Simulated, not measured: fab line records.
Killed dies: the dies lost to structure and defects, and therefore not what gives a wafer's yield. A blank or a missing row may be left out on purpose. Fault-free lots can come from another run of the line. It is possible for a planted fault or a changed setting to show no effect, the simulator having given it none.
Problem report in the 8D (eight disciplines) form, filled by code :: flow n5 finfet :: the parts of the form that need people (team, actions taken, sign-off) are left out

== 1. THE PROBLEM ==
Wafers without a fault read 203.3 s, standard deviation 0.46; run length s at N5_BEOL_M10_ETCH_66 reads a mean of 162.2 s on 2 wafers belonging to 2 lots. Measured from the usual mean, that is -89 standard deviations.
The step: etches SOC in N2/H2, target depth 120 nm, overetch 24 nm, time 180 s.
First observed at day 14 06:13: wafer L866.6, on rie diel-01. The record holds 28 wafers of 10 lots with a number at this step. The rule behind "out" and "out of limits": a value lying over 4 standard deviations away from the usual mean. The rest of the wafers with a number are treated as sound.

== 2. WHAT IT IS AND WHAT IT IS NOT ==
question: which readings at this step
is: run length s
is not: drypump motor current A, rf vpp V, showerhead plenum p Torr, throttle valve pct

question: which lots
is: L866, L868
is not: L854, L856, L860, L862, L872, L874, L875, L876

question: which wafers of those lots
is: L866.6, L868.6
is not: L866.1, L866.5, L868.4

question: read on which tools
is: rie diel-01
is not: rie diel-03, rie diel-05

question: when
is: from day 14 06:13
is not: up to then (13 sound wafers); but 13 sound wafers of L868, L872, L874, L875, L876 came after

== 3. THE SUSPECTS, EACH WITH WHAT RULES IT OUT ==
Counting: a tool at a process step up to the reading stays a suspect if it ran every lot that is out. Sound lots after the first of them don't rule it out here, since some wafers of a struck lot are sound.
- rie diel-01 at N5_BEOL_M10_ETCH_66 (etches SOC in N2/H2, target depth 120 nm, overetch 24 nm, time 180 s): kept. It processed each lot that is out (first: L866, day 14 06:13); up to then, its last sound lot is L862 (day 12 14:37). On those wafers its own readings are out: run length s.
The count leaves rie diel-01 at N5_BEOL_M10_ETCH_66.

== 4. THE CAUSE (what the simulator had put in) ==
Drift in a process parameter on rie diel-01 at N5_BEOL_M10_ETCH_66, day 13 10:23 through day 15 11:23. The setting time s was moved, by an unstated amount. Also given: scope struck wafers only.
The count eliminated every tool but this one.

== 5. SEQUENCE OF EFFECTS, ordered by route ==
One row per reading whose mean, taken over the struck wafers that have a number, lies over 3 standard deviations from the usual. Readings are gone through only where the record gives a usual standard deviation; hours: the median, over the lots, of the time from a lot's start at the first step in this table giving one to that lot's start at this step; sigmas: the change measured in usual standard deviations.
hours: 0
step: N5_BEOL_M10_ETCH_66
reading: oes product au
usual: 0.64 a.u.
on struck wafers: 0.88
change: +0.23
sigmas: +3.6

hours: 0
step: N5_BEOL_M10_ETCH_66
reading: run length s
usual: 203.3 s
on struck wafers: 162.2
change: -41.1
sigmas: -89
The process steps in it:
- N5_BEOL_M10_ETCH_66: etches SOC in N2/H2, target depth 120 nm, overetch 24 nm, time 180 s.
Readings that are blank on the struck wafers while sound wafers have them: rf fwd power W at N5_BEOL_M10_ETCH_66.

== 6. HOW IT WOULD HAVE BEEN CAUGHT EARLIER ==
In this record no reading fell out of limits until day 14 06:13, 20 hours after the fault had begun at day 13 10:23.
